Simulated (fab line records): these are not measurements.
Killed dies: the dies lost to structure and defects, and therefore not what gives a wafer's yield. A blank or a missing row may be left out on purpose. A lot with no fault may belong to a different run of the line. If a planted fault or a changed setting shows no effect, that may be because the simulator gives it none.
A struck lot beside a sound one | flow n5Finfet | 38 out of 1938 route steps
Sound: the wafers L604.1, L604.3, L604.4. Wafers L606.4, L606.5, L606.6 were the ones struck. At the end, the cause is stated.
At each step with rows: each side's tool, then ch and its chambers, then its first start. Under that, the readings that differ: sound wafers | struck wafers | difference of the means | sigmas: that difference in standard deviations of wafers without a fault.
alike: readings with means less than 2 such deviations apart, plus words and numbers identical on both sides. not compared: withheld readings, readings lacking a value on some wafer, bounds such as >300 that could conceal the same value, and numbers that have no deviation in the record and whose values overlap.
The two part at a step that has a row with sigmas, a row that says differs or no value, or rows on one side only. Numbers that don't overlap but have no deviation are shown without sigmas and don't part them. A reading that every wafer of one side lacks parts them only if that side has two wafers or more.

first, 8 steps without rows for these wafers: N5_BEOL_M0_ECD_118 (material Cu, target thk 300 nm); N5_BEOL_M0_ANNEAL_119 (time 90 s); N5_BEOL_M0_CMP_120 (polishes, stops on SiOC, t overpolish 6.9 s); N5_BEOL_M0_PRE_CLEAN_131 (time 15 s); N5_BEOL_M0_CO_CAP_123 (material Co, precursor CCTBA/H2, target thk 2 nm, time 102.1 s); N5_BEOL_M0_PRE_CLEAN_124 (time 15 s); N5_BEOL_M0_DEP_125 (deposits SiCN from 3MS/NH3, target thk 8 nm, time 14 s); N5_BEOL_M1_ILD_DEP_00 (deposits SiOC from DEMS/O2, target thk 79 nm, time 15.3 s).
N5_BEOL_M1_PECVD_72: deposits SiO2 from TEOS/O2, target thk 16 nm, time 18 s.
  sound on pecvd-02 ch 0,1,2, day 8 12:51; struck on pecvd-01 ch 0,1,2, day 8 20:31
  alike: heaterPowerOuterW, heaterPowerW, showerheadPlenumPTorr, throttleValvePct
then, 10 steps without rows for these wafers: N5_BEOL_M1_HM_DEP_02 (deposits TiN, target thk 20 nm); N5_BEOL_M1_COAT_61 (time 60 s, resist thk 60 nm); N5_BEOL_M1_COAT_62 (time 60 s, resist thk 12 nm); N5_BEOL_M1_COAT_73 (time 60 s, resist thk 5 nm); N5_BEOL_M1_COAT_05 (resist thk 30 nm); N5_BEOL_M1_EBR_07; N5_BEOL_M1_SOFTBAKE_06 (time 60 s); N5_BEOL_M1_EXPOSE_08 (exposes mask M1); N5_BEOL_M1_PEB_09 (peb time 60 s); N5_BEOL_M1_DEVELOP_10 (develop time 30 s).
N5_BEOL_M1_INSPECT_13: inspects for defects (brightfield).
  sound on defectInspect-01 at day 8 15:14; struck on defectInspect-01 at day 8 22:05
  alike: rawDefectCount
then, 15 steps without rows for these wafers: N5_BEOL_M1_DESCUM_16 (chemistry O2, time 7 s); N5_BEOL_M1_ETCH_74 (etches underlayer in N2/H2, target depth 6.5 nm, time 5.2 s); N5_BEOL_M1_ETCH_63 (etches SiARC in CF4, target depth 15.6 nm, time 26 s); N5_BEOL_M1_ETCH_64 (etches SOC in N2/H2, target depth 75 nm, overetch 15 nm, time 112.5 s); N5_BEOL_M1_STRIP_65 (strips in N2/H2); N5_BEOL_M1_STRIP_75 (strips in N2/H2); N5_BEOL_M1_STRIP_66 (strips in CF4); N5_BEOL_M1_HM_OPEN_17 (chemistry Cl2/BCl3, target TiN, target depth 20 nm, overetch 6 nm); N5_BEOL_M1_STRIP_19 (strips in O2); N5_BEOL_M1_COAT_67 (time 60 s, resist thk 60 nm); N5_BEOL_M1_COAT_68 (time 60 s, resist thk 12 nm); N5_BEOL_M1_COAT_76 (time 60 s, resist thk 5 nm); N5_BEOL_M1_COAT_22 (resist thk 30 nm); N5_BEOL_M1_EBR_24; N5_BEOL_M1_SOFTBAKE_23 (time 60 s).
N5_BEOL_M1_INSPECT_30: inspects for defects (brightfield).
  sound on defectInspect-02 at day 8 16:07; struck on defectInspect-02 at day 8 22:59
  alike: rawDefectCount
N5_BEOL_M4_RC_MEAS_101:
  sound on prober-02 ch 0, day 11 00:14; struck on prober-02 ch 0, day 10 16:26
reading       | sound          | struck         | difference | sigmas
ION_P (uA/um) | 464 456 470    | 475 478 476    | +13        | +2
VT_P (mV)     | -251 -251 -248 | -242 -246 -242 | +7         | +2
  alike: DIBL_N, DIBL_P, IOFF_N, IOFF_P, ION_N, SS_N, SS_P, VT_N
-- here the record skips 4 days between the struck wafers' starts before and after, leaving off in module BEOL_M4 and picking up in module PASSIVATION (first step shown: number 1936 of the route) --
N5_PASSIVATION_PROBE_49:
  sound on prober-01 at day 15 07:52; struck on prober-02 at day 14 23:13
reading                 | sound          | struck         | difference | sigmas
defectLimitedYield (%)  | 91.5 92.3 92.9 | 84.5 83.9 83.6 | -8.2       | -5
killed_at_M0_to_M3      | 34 33 36       | 124 121 132    | +91        | +8
killedDies              | 100 91 84      | 183 190 194    | +97        | +5
sort_bin_5_function (%) | 4.7 4.2 4.3    | 9.9 10.3 11.6  | +6.2       | +6
sortNPass               | 1080 1089 1096 | 997 990 986    | -97        | -5
sortYieldPct (%)        | 91.5 92.3 92.9 | 84.5 83.9 83.6 | -8.2       | -5
  alike: killed_at_M4_up, killedAtContacts, killedAtFrontEnd, killedAtOther, killedOpen, killedShort, sort_bin_6_memory

WHERE THEY PART
First at N5_BEOL_M4_RC_MEAS_101; last, within this record, at N5_PASSIVATION_PROBE_49.

WHY: what the simulator had put in
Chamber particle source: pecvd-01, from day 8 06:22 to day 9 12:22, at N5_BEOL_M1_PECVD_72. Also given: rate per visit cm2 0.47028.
